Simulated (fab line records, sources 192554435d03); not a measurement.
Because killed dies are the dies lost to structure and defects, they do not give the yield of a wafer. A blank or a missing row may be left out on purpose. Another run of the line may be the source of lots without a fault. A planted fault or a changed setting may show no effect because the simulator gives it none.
fab line records	flow n5-finfet
record lots=10	wafers=30	last-day=18
route steps=1938 shown BEOL_M15@1813 MIM_TOP@1837 MIM_TOP_LITHO@1849 PASSIVATION@1936
lots that met no fault: from a run of the same line without faults
start-h: start of the lot's first displayed wafer, in hours after the record's first day	wait-h: time in hours since the lot's previous step	" identical to the entry in the row above	L1.1+2: a row that stands for several wafers	- no value, or no start was given	* or withheld: withheld	< > ~ a bound
route shown NAME@n: a module of which the file shows steps, and the number in the route of the first	usual: mean/standard deviation of fault-free wafers	same: alike in all rows	chamber/n: place in a boat	sites: per-site readings	_std_site: how widely they spread, as a standard deviation	_edge_site: outer sites' mean less inner sites'	radius-mm: for every site, how far away it sits from the centre of the wafer	mask NAME#n: copy n	behind: the last tool/chamber to shape the wafer	hold: why the lot was held/for how many hours/how that ended	device: the transistor (n, p or np) that didn't switch	end of line: the tests these same wafers got at the end of their route	where a step has no rows: the recipe by itself	killed: not the wafer's yield, but the dies lost to structure and defects at the first sort	map: per-die view of a wafer (x killed, . not killed, _ where there is no die)
set.NAME: the setting as run; set.NAME@STEP: as run at that earlier step	model.NAME: the simulator's own value behind a step, which no gauge read
steps of the route over a sample of lots; a table a step, a row a wafer
services: when a tool's chamber went out of use (start-h, in hours from the record's first day, below 0 if earlier), for how many hours, and the reason
## steps
# step N5_BEOL_M15_STRIP_37
# recipe chemistry=O2	power-w=600	temp-c=60	pressure-mtorr=30	rf-frequency-hz=6e+07	bias-power-w=0	overash-fraction=0.3	o2-flow-sccm=225
# usual drypump-motor-current-A=5.8/0.49	oes-product-au=0.79/0.068	rf-vpp-V=3.7/0.68	showerhead-plenum-p-Torr=2.08/0.059	throttle-valve-pct=16.60/0.2
lot.wafer	tool	chamber	start-h	wait-h	drypump-motor-current-A	oes-product-au	rf-hours-counter-h	rf-vpp-V	showerhead-plenum-p-Torr	throttle-valve-pct
L105.1	rie-diel-01	0	-	-	5.5	0.87	52	4.0	2.03	16.40
L105.4	"	3	"	"	6.0	0.83	77	3.5	2.12	16.56
L105.6	"	1	"	"	5.4	0.84	-	3.0	2.05	16.34
L106.2	rie-diel-01	1	-	-	5.4	0.83	62	3.1	2.05	16.35
L106.3	"	0	"	"	5.5	0.86	54	3.6	2.03	16.40
L106.6	"	0	"	"	5.5	0.85	-	3.9	2.03	16.40
L109.2	rie-diel-01	2	-	-	5.3	0.87	54	2.9	2.06	16.52
L109.3	"	1	"	"	5.4	0.82	66	5.4	2.05	16.35
L109.5	"	3	"	"	6.0	0.82	-	2.3	2.11	16.60
L112.1	rie-diel-05	1	-	-	6.0	0.96	18	3.4	2.14	16.21
L112.2	"	0	"	"	5.1	0.69	220	4.3	2.01	16.76
L112.4	"	3	"	"	5.8	0.70	235	3.9	2.17	17.16
L111.1	rie-diel-05	0	-	-	5.1	0.69	223	3.3	2.01	16.77
L111.3	"	1	"	"	5.9	0.95	21	4.2	2.14	16.19
L111.5	"	3	"	"	5.8	0.70	-	4.7	2.17	17.15
L115.3	rie-diel-01	1	-	-	5.4	0.81	76	3.2	2.05	16.36
L115.4	"	2	"	"	5.2	0.84	63	2.3	2.05	16.52
L115.6	"	0	"	"	5.5	0.83	-	2.9	2.03	16.42
L118.2	rie-diel-03	2	-	-	5.8	0.74	157	4.0	2.09	16.63
L118.5	"	0	"	"	6.1	0.77	-	4.0	2.09	16.68
L118.6	"	3	"	"	6.5	0.82	-	4.4	2.21	16.55
L121.3	rie-diel-03	1	-	-	6.6	0.71	218	3.4	2.05	16.75
L121.4	"	2	"	"	5.8	0.73	-	3.3	2.09	16.66
L121.6	"	3	"	"	6.5	0.81	-	3.2	2.21	16.57
L124.3	rie-diel-03	1	-	-	6.6	0.71	219	3.6	2.05	16.74
L124.5	"	3	"	"	6.5	0.81	-	3.8	2.21	16.58
L124.6	"	1	"	"	6.6	0.71	-	2.9	2.05	16.76
L127.4	rie-diel-03	1	-	-	6.6	0.70	233	3.9	2.04	16.77
L127.5	"	1	"	"	6.6	0.70	-	4.4	2.04	16.77
L127.6	"	2	"	"	5.8	0.72	-	4.0	2.08	16.66
# step N5_BEOL_M15_SPUTTER_43
# recipe material=TaN	target-thk-a=150	temp-c=50	bias-v=168.6	power-w=15000	chamber-pressure-pa=0.12	time-s=24.19
# usual cathode-dc-power-W=15000/2.9	substrate-temp-c=50.02/0.12	throttle-valve-pct=29.9/0.87
lot.wafer	tool	chamber	start-h	wait-h	cathode-dc-power-W	substrate-temp-c	throttle-valve-pct
L105.1	pvd-sputter-01	-	268.28	0.0	14999	49.84	30.0
L105.4	"	-	"	"	15001	49.98	29.1
L105.6	"	-	"	"	15000	50.06	29.2
L106.2	pvd-sputter-03	-	274.96	0.0	15004	50.08	31.5
L106.3	"	-	"	"	15000	50.19	30.1
L106.6	"	-	"	"	14995	50.10	30.8
L109.2	pvd-sputter-02	-	290.41	0.0	14996	50.00	27.6
L109.3	"	-	"	"	14999	49.95	28.6
L109.5	"	-	"	"	14998	50.14	30.6
L112.1	pvd-sputter-02	-	304.86	0.0	15003	49.93	30.7
L112.2	"	-	"	"	15000	50.09	29.9
L112.4	"	-	"	"	14998	50.29	28.5
L111.1	pvd-sputter-02	-	310.28	0.0	15000	49.79	30.5
L111.3	"	-	"	"	14999	49.99	30.1
L111.5	"	-	"	"	14999	49.93	27.5
L115.3	pvd-sputter-02	-	318.86	0.0	15005	49.90	27.8
L115.4	"	-	"	"	15000	49.99	28.8
L115.6	"	-	"	"	14995	49.91	27.4
L118.2	pvd-sputter-02	-	335.31	0.0	15002	49.91	30.4
L118.5	"	-	"	"	15002	49.83	30.0
L118.6	"	-	"	"	14999	50.11	30.6
L121.3	pvd-sputter-01	-	372.85	0.0	15003	49.90	29.0
L121.4	"	-	"	"	14997	50.20	30.0
L121.6	"	-	"	"	14997	50.04	29.9
L124.3	pvd-sputter-01	-	376.75	0.0	15002	49.99	29.0
L124.5	"	-	"	"	15003	50.11	29.9
L124.6	"	-	"	"	15008	49.98	29.2
L127.4	pvd-sputter-01	-	416.93	0.0	14996	49.99	30.0
L127.5	"	-	"	"	15006	49.84	30.3
L127.6	"	-	"	"	14999	50.14	29.3
# step N5_BEOL_M15_DEP_53
# recipe material=SiCN	target-thk-a=500	temp-c=withheld	precursor=3MS/NH3	pressure-torr=3	rf-w=675	time-s=17.8
# usual showerhead-plenum-p-Torr=4.164/0.023	throttle-valve-pct=17.8/0.89
lot.wafer	tool	chamber	start-h	wait-h	showerhead-plenum-p-Torr	throttle-valve-pct
L105.1	pecvd-03	2	269.46	0.0	4.176	17.1
L105.4	"	0	"	"	4.226	17.0
L105.6	"	1	"	"	4.154	19.2
L106.2	pecvd-04	2	276.13	0.0	4.161	16.4
L106.3	"	1	"	"	4.130	18.5
L106.6	"	0	"	"	4.159	18.7
L109.2	pecvd-04	2	291.60	0.0	4.162	16.6
L109.3	"	0	"	"	4.153	18.4
L109.5	"	2	"	"	4.161	16.5
L112.1	pecvd-02	2	306.68	0.0	4.151	17.7
L112.2	"	1	"	"	4.175	18.2
L112.4	"	1	"	"	4.178	17.9
L111.1	pecvd-02	2	311.49	0.0	4.141	17.6
L111.3	"	1	"	"	4.175	17.6
L111.5	"	0	"	"	4.165	17.0
L115.3	pecvd-03	2	320.04	0.0	4.172	16.9
L115.4	"	1	"	"	4.161	19.6
L115.6	"	2	"	"	4.181	17.2
L118.2	pecvd-03	1	336.48	0.0	4.155	19.1
L118.5	"	1	"	"	4.157	19.6
L118.6	"	2	"	"	4.184	16.9
L121.3	pecvd-02	1	374.36	0.0	4.174	17.9
L121.4	"	2	"	"	4.153	17.9
L121.6	"	0	"	"	4.168	17.0
L124.3	pecvd-02	1	377.93	0.0	4.169	17.8
L124.5	"	1	"	"	4.173	17.8
L124.6	"	0	"	"	4.171	17.0
L127.4	pecvd-03	2	418.14	0.0	4.171	17.4
L127.5	"	0	"	"	4.229	17.1
L127.6	"	1	"	"	4.155	19.5
# step N5_BEOL_M15_INSPECT_55
# recipe inspect-instrument=darkfield	mode=post-dep
# usual raw-defect-count=73/23
lot.wafer	tool	chamber	start-h	wait-h	raw-defect-count
L105.1	defect-inspect-01	-	269.55	0.0	49
L105.4	"	-	"	"	96
L105.6	"	-	"	"	50
L106.2	defect-inspect-02	-	276.22	0.0	75
L106.3	"	-	"	"	70
L106.6	"	-	"	"	75
L109.2	defect-inspect-02	-	291.69	0.0	99
L109.3	"	-	"	"	96
L109.5	"	-	"	"	92
L112.1	defect-inspect-01	-	306.77	0.0	74
L112.2	"	-	"	"	57
L112.4	"	-	"	"	53
L111.1	defect-inspect-01	-	311.58	0.0	63
L111.3	"	-	"	"	81
L111.5	"	-	"	"	99
L115.3	defect-inspect-02	-	320.14	0.0	73
L115.4	"	-	"	"	68
L115.6	"	-	"	"	46
L118.2	defect-inspect-01	-	336.58	0.0	48
L118.5	"	-	"	"	47
L118.6	"	-	"	"	73
L121.3	defect-inspect-01	-	374.45	0.0	712
L121.4	"	-	"	"	707
L121.6	"	-	"	"	735
L124.3	defect-inspect-01	-	378.02	0.0	685
L124.5	"	-	"	"	714
L124.6	"	-	"	"	795
L127.4	defect-inspect-02	-	418.21	0.0	110
L127.5	"	-	"	"	86
L127.6	"	-	"	"	61
# step N5_MIM_TOP_DEGAS_04
# recipe ambient=vacuum	temp-c=300	time-s=60
# usual heater-power-w=478/56
lot.wafer	tool	chamber	start-h	wait-h	heater-power-w
L105.1	pvd-sputter-01	-	272.96	-	470
L105.4	"	-	"	"	513
L105.6	"	-	"	"	474
L106.2	pvd-sputter-01	-	280.79	-	472
L106.3	"	-	"	"	501
L106.6	"	-	"	"	511
L109.2	pvd-sputter-01	-	296.05	-	501
L109.3	"	-	"	"	483
L109.5	"	-	"	"	436
L112.1	pvd-sputter-03	-	310.16	-	509
L112.2	"	-	"	"	414
L112.4	"	-	"	"	361
L111.1	pvd-sputter-03	-	314.85	-	515
L111.3	"	-	"	"	437
L111.5	"	-	"	"	525
L115.3	pvd-sputter-02	-	326.58	-	544
L115.4	"	-	"	"	552
L115.6	"	-	"	"	442
L118.2	pvd-sputter-02	-	338.50	-	442
L118.5	"	-	"	"	454
L118.6	"	-	"	"	569
L121.3	pvd-sputter-01	-	381.86	-	426
L121.4	"	-	"	"	497
L121.6	"	-	"	"	430
L124.3	pvd-sputter-02	-	383.41	-	553
L124.5	"	-	"	"	552
L124.6	"	-	"	"	563
L127.4	pvd-sputter-02	-	420.50	-	436
L127.5	"	-	"	"	420
L127.6	"	-	"	"	562
# step N5_MIM_TOP_LITHO_INSPECT_12
# recipe mode=adi	inspect-instrument=macro
# usual raw-defect-count=2.3/1.4
lot.wafer	tool	chamber	start-h	wait-h	raw-defect-count
L105.1	defect-inspect-02	-	273.56	0.0	2
L105.4	"	-	"	"	0
L105.6	"	-	"	"	0
L106.2	defect-inspect-02	-	281.27	0.0	5
L106.3	"	-	"	"	3
L106.6	"	-	"	"	1
L109.2	defect-inspect-01	-	296.66	0.0	4
L109.3	"	-	"	"	3
L109.5	"	-	"	"	2
L112.1	defect-inspect-01	-	310.78	0.0	3
L112.2	"	-	"	"	3
L112.4	"	-	"	"	0
L111.1	defect-inspect-02	-	315.33	0.0	2
L111.3	"	-	"	"	4
L111.5	"	-	"	"	3
L115.3	defect-inspect-01	-	327.07	0.0	2
L115.4	"	-	"	"	2
L115.6	"	-	"	"	4
L118.2	defect-inspect-02	-	338.99	0.0	1
L118.5	"	-	"	"	2
L118.6	"	-	"	"	3
L121.3	defect-inspect-02	-	382.35	0.0	>300
L121.4	"	-	"	"	>300
L121.6	"	-	"	"	>300
L124.3	defect-inspect-01	-	383.90	0.0	>300
L124.5	"	-	"	"	>300
L124.6	"	-	"	"	>300
L127.4	defect-inspect-01	-	421.02	0.0	1
L127.5	"	-	"	"	3
L127.6	"	-	"	"	1
# step N5_PASSIVATION_PROBE_49
# usual defect-limited-yield=91.5/1.4	killed_at_M0_to_M3=32/11	killed_at_M4_up=12/4.4	killed-at-contacts=13/6.1	killed-at-front-end=39/12	killed-at-other=3.9/3	killed-dies=100/17	killed-open=66/12	killed-short=33/7.4	sort_bin_5_function=5.0/0.95	sort_bin_6_memory=3.2/0.66	sort_bin_8_speed=0.0/0.33	sort-n-pass=1079/17	sort-yield-pct=91.4/1.5
# same gross-dies=1180	killed-at-back-side=0	sort_bin_4_leakage[%]=0
lot.wafer	tool	chamber	start-h	wait-h	defect-limited-yield[%]	killed_at_M0_to_M3	killed_at_M4_up	killed-at-contacts	killed-at-front-end	killed-at-other	killed-dies	killed-open	killed-short	sort_bin_5_function[%]	sort_bin_6_memory[%]	sort_bin_8_speed[%]	sort-n-pass	sort-yield-pct[%]
L105.1	prober-02	-	283.00	0.0	91.5	30	16	19	28	7	100	68	31	5.1	3.2	0	1080	91.5
L105.4	prober-02	-	283.15	0.2	90.8	24	13	23	46	3	109	80	29	5.8	3.4	0	1071	90.8
L105.6	prober-02	-	283.25	0.3	89.7	37	15	26	39	4	121	78	35	5.7	3.6	0	1059	89.7
L106.2	prober-01	-	293.30	0.1	91.9	42	13	2	34	5	96	61	33	4.1	3.8	0	1084	91.9
L106.3	prober-01	-	293.35	0.1	90.0	55	8	4	47	4	118	67	48	6.4	3.1	0	1062	90.0
L106.6	prober-01	-	293.50	0.3	93.1	26	8	10	34	3	81	53	25	4.2	2.5	0	1099	93.1
L118.2	prober-02	-	349.30	0.1	93.8	24	7	6	36	0	73	44	26	4.2	1.6	0	1107	93.8
L118.5	prober-02	-	349.45	0.2	91.6	38	22	5	32	2	99	53	44	4.5	3.5	0	1081	91.6
L118.6	prober-02	-	349.50	0.3	93.3	22	11	10	35	1	79	48	31	3.6	2.8	0	1101	93.3
L121.3	prober-01	-	392.21	0.1	82.5	18	140	23	24	1	206	61	19	10.2	4.3	0	974	82.5
L121.4	prober-01	-	392.26	0.2	83.6	18	139	9	26	2	194	46	20	10.1	3.9	0	986	83.6
L121.6	prober-01	-	392.36	0.3	87.2	26	87	11	24	3	151	56	25	7.4	3.9	0	1029	87.2
L124.3	prober-02	-	394.13	0.1	82.2	28	135	3	39	5	210	59	21	11.9	3.9	0	970	82.2
L124.5	prober-02	-	394.23	0.2	80.9	44	134	1	41	5	225	66	37	10.8	4.7	0	955	80.9
L124.6	prober-02	-	394.28	0.3	86.0	37	84	10	33	1	165	57	32	8.4	3.5	0	1015	86.0
L127.4	prober-01	-	432.62	0.2	90.7	28	8	14	51	9	110	76	29	4.7	3.6	0	1070	90.7
L127.5	prober-01	-	432.67	0.2	90.3	39	13	10	47	5	114	72	42	5.7	3.4	0	1066	90.3
L127.6	prober-01	-	432.72	0.3	89.6	35	5	22	54	7	123	84	39	5.9	4.2	0	1057	89.6
# killed by level:class
L105.1 MOL_CONTACT_COAG:geometric-particle:open=14 FIN_SAQP:geometric-particle:open=8 BEOL_M0_SAQP:geometric-particle:open=8 MOL_CONTACT_COAG:geometric-particle:short=5 STI_FIN_REVEAL:geometric-particle:open=5 BEOL_M2:geometric-particle:open=5 BEOL_M3:geometric-particle:open=5 FIN_SAQP:geometric-particle:short=4
L105.4 MOL_CONTACT_COAG:geometric-particle:open=22 STI_FIN_REVEAL:geometric-particle:open=16 BEOL_M1:geometric-particle:open=7 FIN_SAQP:geometric-particle:open=6 BEOL_M2:geometric-particle:open=6 FIN_SAQP:geometric-particle:short=5 ILD0:geometric-particle:short=5 ILD0:geometric-particle:open=4
L105.6 MOL_CONTACT_COAG:geometric-particle:open=20 BEOL_M0_SAQP:geometric-particle:open=11 BEOL_M2:geometric-particle:open=9 BEOL_M0_SAQP:geometric-particle:short=8 HKMG_FIN:area-etch=8 GATE_CUT:geometric-particle:open=6 MOL_CONTACT_COAG:geometric-particle:short=6 FIN_SAQP:geometric-particle:open=5
L106.2 BEOL_M0_SAQP:geometric-particle:short=11 BEOL_M0_SAQP:geometric-particle:open=10 STI_FIN_REVEAL:geometric-particle:open=9 BEOL_M2:geometric-particle:open=9 BEOL_M4:geometric-particle:open=8 FIN_SAQP:geometric-particle:open=6 BEOL_M3:geometric-particle:open=6 STI_FIN_REVEAL:geometric-particle:short=5
L106.3 BEOL_M0_SAQP:geometric-particle:short=13 STI_FIN_REVEAL:geometric-particle:open=11 BEOL_M0_SAQP:geometric-particle:open=11 FIN_SAQP:geometric-particle:open=8 BEOL_M2:geometric-particle:open=7 GATE_CUT:geometric-particle:short=6 BEOL_M3:geometric-particle:open=5 BEOL_M4:geometric-particle:open=5
L106.6 STI_FIN_REVEAL:geometric-particle:open=10 MOL_CONTACT_COAG:geometric-particle:open=9 FIN_SAQP:geometric-particle:short=5 BEOL_M3:geometric-particle:open=5 FIN_SAQP:geometric-particle:open=4 BEOL_M0_SAQP:geometric-particle:short=4 BEOL_M1:geometric-particle:open=4 DUMMY_GATE:geometric-particle:open=3
L118.2 STI_FIN_REVEAL:geometric-particle:open=7 BEOL_M3:geometric-particle:open=7 FIN_SAQP:geometric-particle:short=6 MOL_CONTACT_COAG:geometric-particle:open=5 STARTING-WAFER:geometric-particle:short=5 GATE_CUT:geometric-particle:short=4 BEOL_M1:geometric-particle:open=4 BEOL_M2:geometric-particle:open=4
L118.5 BEOL_M0_SAQP:geometric-particle:short=14 BEOL_M0_SAQP:geometric-particle:open=11 BEOL_M1:geometric-particle:open=8 BEOL_M4:geometric-particle:open=8 GATE_CUT:geometric-particle:short=5 GATE_CUT:geometric-particle:open=5 BEOL_M4:geometric-particle:short=5 STI_FIN_REVEAL:geometric-particle:open=4
L118.6 FIN_SAQP:geometric-particle:short=10 BEOL_M2:geometric-particle:open=7 MOL_CONTACT_COAG:geometric-particle:open=7 BEOL_M4:geometric-particle:open=6 DUMMY_GATE:geometric-particle:open=4 STARTING-WAFER:geometric-particle:open=4 STI_FIN_REVEAL:geometric-particle:open=3 DUMMY_GATE:geometric-particle:short=3
L121.3 BEOL_M15:unspecified=125 MOL_CONTACT_COAG:geometric-particle:open=19 BEOL_M4:geometric-particle:open=12 GATE_CUT:geometric-particle:short=7 BEOL_M2:geometric-particle:open=7 STI_FIN_REVEAL:geometric-particle:open=4 MOL_CONTACT_COAG:geometric-particle:short=3 BEOL_M0_SAQP:geometric-particle:open=3
L121.4 BEOL_M15:unspecified=127 MOL_CONTACT_COAG:geometric-particle:open=8 FIN_SAQP:geometric-particle:open=6 BEOL_M2:geometric-particle:open=6 BEOL_M0_SAQP:geometric-particle:open=5 STARTING-WAFER:geometric-particle:short=5 FIN_SAQP:geometric-particle:short=4 BEOL_M4:geometric-particle:open=4
L121.6 BEOL_M15:unspecified=68 BEOL_M4:geometric-particle:open=13 MOL_CONTACT_COAG:geometric-particle:open=8 BEOL_M1:geometric-particle:open=8 DUMMY_GATE:geometric-particle:open=4 GATE_CUT:geometric-particle:open=4 GATE_CUT:geometric-particle:short=4 BEOL_M0_SAQP:geometric-particle:open=4
L124.3 BEOL_M15:unspecified=126 FIN_SAQP:geometric-particle:open=10 BEOL_M0_SAQP:geometric-particle:open=9 BEOL_M1:geometric-particle:open=6 BEOL_M2:geometric-particle:open=6 FIN_SAQP:geometric-particle:short=5 DUMMY_GATE:geometric-particle:open=5 STI_FIN_REVEAL:geometric-particle:open=3
L124.5 BEOL_M15:unspecified=122 BEOL_M2:geometric-particle:open=13 FIN_SAQP:geometric-particle:open=9 FIN_SAQP:geometric-particle:short=8 BEOL_M0_SAQP:geometric-particle:short=8 BEOL_M3:geometric-particle:open=8 STI_FIN_REVEAL:geometric-particle:open=6 BEOL_M4:geometric-particle:open=5
L124.6 BEOL_M15:unspecified=75 FIN_SAQP:geometric-particle:open=12 BEOL_M0_SAQP:geometric-particle:short=12 BEOL_M1:geometric-particle:open=9 MOL_CONTACT_COAG:geometric-particle:open=8 BEOL_M0_SAQP:geometric-particle:open=7 FIN_SAQP:geometric-particle:short=5 STI_FIN_REVEAL:geometric-particle:open=4
L127.4 FIN_SAQP:geometric-particle:open=19 MOL_CONTACT_COAG:geometric-particle:open=11 BEOL_M0:geometric-particle:open=6 BEOL_M0_SAQP:geometric-particle:short=5 BEOL_M0_SAQP:geometric-particle:open=5 HKMG_FIN:area-etch=5 FIN_SAQP:geometric-particle:short=4 DUMMY_GATE:geometric-particle:open=4
L127.5 FIN_SAQP:geometric-particle:open=11 BEOL_M0_SAQP:geometric-particle:open=11 BEOL_M3:geometric-particle:open=9 GATE_CUT:geometric-particle:short=8 BEOL_M0_SAQP:geometric-particle:short=8 BEOL_M4:geometric-particle:open=8 MOL_CONTACT_COAG:geometric-particle:open=6 BEOL_M1:geometric-particle:open=6
L127.6 MOL_CONTACT_COAG:geometric-particle:open=16 BEOL_M2:geometric-particle:open=9 FIN_SAQP:geometric-particle:open=8 STI_FIN_REVEAL:geometric-particle:open=7 BEOL_M3:geometric-particle:open=7 MOL_CONTACT_COAG:geometric-particle:short=6 FIN_SAQP:geometric-particle:short=5 DUMMY_GATE:geometric-particle:open=5
## services
tool	chamber	start-h	hours	kind
pecvd-02	0	256.45	2.1	scheduled-down
rie-diel-03	3	256.81	3.9	repair
pecvd-02	-	266.68	5.9	repair
pecvd-03	2	281.80	4.3	repair
pecvd-03	-	307.84	0.5	repair
pecvd-03	0	320.29	13.8	repair
pecvd-04	2	331.10	2.1	scheduled-down
pecvd-02	-	332.83	0.4	repair
pecvd-03	2	337.13	2.1	scheduled-down
pvd-sputter-02	-	339.91	4.3	repair
rie-diel-01	0	339.95	5.7	repair
rie-diel-05	3	352.23	-	clean
rie-diel-05	3	352.23	-	consumable-replace:focus-ring
rie-diel-05	3	352.23	17.2	scheduled-down
pecvd-03	0	358.98	5.5	scheduled-down
rie-diel-01	-	359.56	0.5	repair
pecvd-03	2	377.01	8.5	repair
pvd-sputter-03	-	380.55	4.1	repair
pecvd-02	1	381.66	5.5	scheduled-down
rie-diel-01	-	382.50	0.2	repair
rie-diel-05	0	385.16	3.4	repair
pecvd-02	-	387.42	0.9	repair
pecvd-02	2	393.78	5.5	scheduled-down
rie-diel-01	0	418.54	4.6	repair
## key
first-sign step=N5_BEOL_M15_INSPECT_55	reading=raw-defect-count	direction=up	sigmas=28	usual=73	struck=725
effect step=N5_MIM_TOP_LITHO_INSPECT_12	reading=raw-defect-count	direction=up	sigmas=99+	usual=2.3	struck=>300
effect step=N5_PASSIVATION_PROBE_49	reading=killed_at_M4_up	direction=up	sigmas=24	usual=12	struck=120
more-kills-born-at N5_BEOL_M15_DEP_53@pecvd-02=643
met-at N5_BEOL_M15_DEP_53
struck-lots L121,L124
not-acting-at N5_BEOL_M15_STRIP_37,N5_BEOL_M15_SPUTTER_43,N5_MIM_TOP_DEGAS_04
onset-between 311.49 374.36
fault kind=chamber-particle-source	tool=pecvd-02	chamber=-	onset-h=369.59	steps=N5_BEOL_M15_DEP_53	rate-per-visit-cm2=1.024	end-h=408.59
